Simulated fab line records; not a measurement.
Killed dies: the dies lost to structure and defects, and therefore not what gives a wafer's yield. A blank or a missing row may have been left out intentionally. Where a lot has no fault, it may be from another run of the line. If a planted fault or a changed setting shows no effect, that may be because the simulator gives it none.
Code-filled problem report in 8D (eight disciplines) form :: flow nand_harc :: the parts of the form that need people (team, actions taken, sign-off) are left out

1. WHAT WENT WRONG
NHARC_END_SORT_01, killed_dies: mean 677 over 1 wafer from 1 lot; wafers with no fault: 26, standard deviation 8.9. That is +73 standard deviations from the usual mean.
First observed at day 23 02:58: wafer L823.4, on prober-02. The record holds 21 wafers of 7 lots with a number at this step. The rule behind "out" and "out of limits": a value lying over 4 standard deviations away from the usual mean. The rest of the wafers with a number are treated as sound.

2. WHAT IT IS, AND WHAT IT ISN'T
question: which readings at this step
is: killed_dies, killed_at_array
is not: killed_at_other, killed_at_periphery, killed_open, killed_short

question: which lots
is: L823
is not: L813, L816, L818, L822, L825, L827

question: which wafers of those lots
is: L823.4
is not: L823.1, L823.3

question: read on which gauges
is: prober-02
is not: prober-01

question: when
is: from day 23 02:58
is not: up to then (17 sound wafers); but 3 sound wafers of L827 came after

3. SUSPECTS, AND WHAT RULES EACH OUT
Counting: if a tool at a process step up to the reading ran every lot that is out, it stays a suspect. Sound lots after the first of them don't rule it out here, since some wafers of a struck lot are sound.
- the gauge at NHARC_END_SORT_01: ruled out. All the wafers that are out were read on prober-02, but those of them that NHARC_A_SGD_CUT_ETCH_16 has rows for are out there too, on other tools.
- plasma_asher-01 at NHARC_A_STAIRCASE_STRIP_446 (strips in O2): kept. L823, the lot that is out, went through it at day 16 17:33; up to then, the latest sound lot through it was L825 at day 16 17:06.
- rie_diel-13 at NHARC_A_STAIRCASE_STRIP_475 (strips in O2, time 20 s): kept. L823, the lot that is out, went through it at day 16 21:49; up to then, the latest sound lot through it was L825 at day 16 21:20. Because NHARC_A_STAIRCASE_STRIP_475 lacks a start for some lots, the hours and order of its lots are taken from NHARC_A_SGD_CUT_ETCH_16.
- rie_diel-08 at NHARC_A_SGD_CUT_ETCH_16 (etches the open film in C4F8/O2/Ar, target depth 310.5 nm, time 155.2 s): kept. L823, the lot that is out, went through it at day 16 21:49; up to then, the latest sound lot through it was L822 at day 16 09:48. Out on those wafers are its own readings of run_length_s.
- rie_diel-08 at NHARC_A_SGD_CUT_STRIP_28 (strips in O2, time 20 s): kept. L823, the lot that is out, went through it at day 23 00:34; up to then, the latest sound lot through it was L825 at day 22 12:31. Because NHARC_A_SGD_CUT_STRIP_28 lacks a start for some lots, the hours and order of its lots are taken from NHARC_END_SORT_01.
- The sound lot-mates ran in chamber 0 of plasma_asher-01 at NHARC_A_STAIRCASE_STRIP_446, but the wafers that are out ran in chamber 1.
- In rie_diel-13 at NHARC_A_STAIRCASE_STRIP_475, the wafers that are out were processed in chamber 0 and their sound lot-mates in chambers 1, 3.
- In rie_diel-08 at NHARC_A_SGD_CUT_ETCH_16, the wafers that are out were processed in chamber 3 and their sound lot-mates in chambers 0, 2.
- In rie_diel-08 at NHARC_A_SGD_CUT_STRIP_28, the wafers that are out were processed in chamber 1 and their sound lot-mates in chambers 2, 3.
Left after counting: plasma_asher-01 at NHARC_A_STAIRCASE_STRIP_446, rie_diel-13 at NHARC_A_STAIRCASE_STRIP_475, rie_diel-08 at NHARC_A_SGD_CUT_ETCH_16, rie_diel-08 at NHARC_A_SGD_CUT_STRIP_28.

4. THE CAUSE (what the simulator had put in)
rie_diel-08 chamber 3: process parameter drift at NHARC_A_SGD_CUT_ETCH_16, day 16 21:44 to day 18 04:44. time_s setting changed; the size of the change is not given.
Of the 4 suspects that counting leaves, this tool is one.

5. THE EFFECT CHAIN, in route order
One row per reading whose mean, taken over the struck wafers that have a number, lies over 3 standard deviations from the usual. Readings are gone through only where the record gives a usual standard deviation; hours: the median, over the lots, of the time from a lot's start at the first step in this table giving one to that lot's start at this step; sigmas: the change measured in usual standard deviations.
hours: 0
step: NHARC_A_SGD_CUT_ETCH_16
reading: run_length_s
usual: 176.6 s
on struck wafers: 198.0
change: +21.4
sigmas: +58

hours: 149
step: NHARC_END_SORT_01
reading: killed_at_array
usual: 21
on struck wafers: 671
change: +650
sigmas: +73

hours: 149
step: NHARC_END_SORT_01
reading: killed_dies
usual: 26
on struck wafers: 677
change: +651
sigmas: +73
Here are the process steps it includes:
- NHARC_A_SGD_CUT_ETCH_16: etches the open film in C4F8/O2/Ar, target depth 310.5 nm, time 155.2 s.

6. HOW IT WOULD HAVE BEEN CAUGHT EARLIER
149 hours passed between the start of the fault at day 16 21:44 and the first reading out of limits at a measuring or inspecting step in this record, taken at day 23 02:58.
At NHARC_A_SGD_CUT_ETCH_16, the tool's own readings (run_length_s) were out on each struck wafer the step has a row for, so an alarm limit on them would have fired on the first such wafer.
Lots out: 1; all had begun NHARC_A_SGD_CUT_ETCH_16 on rie_diel-08 by day 23 02:58. Holding the tool at that point would not have protected any of them.
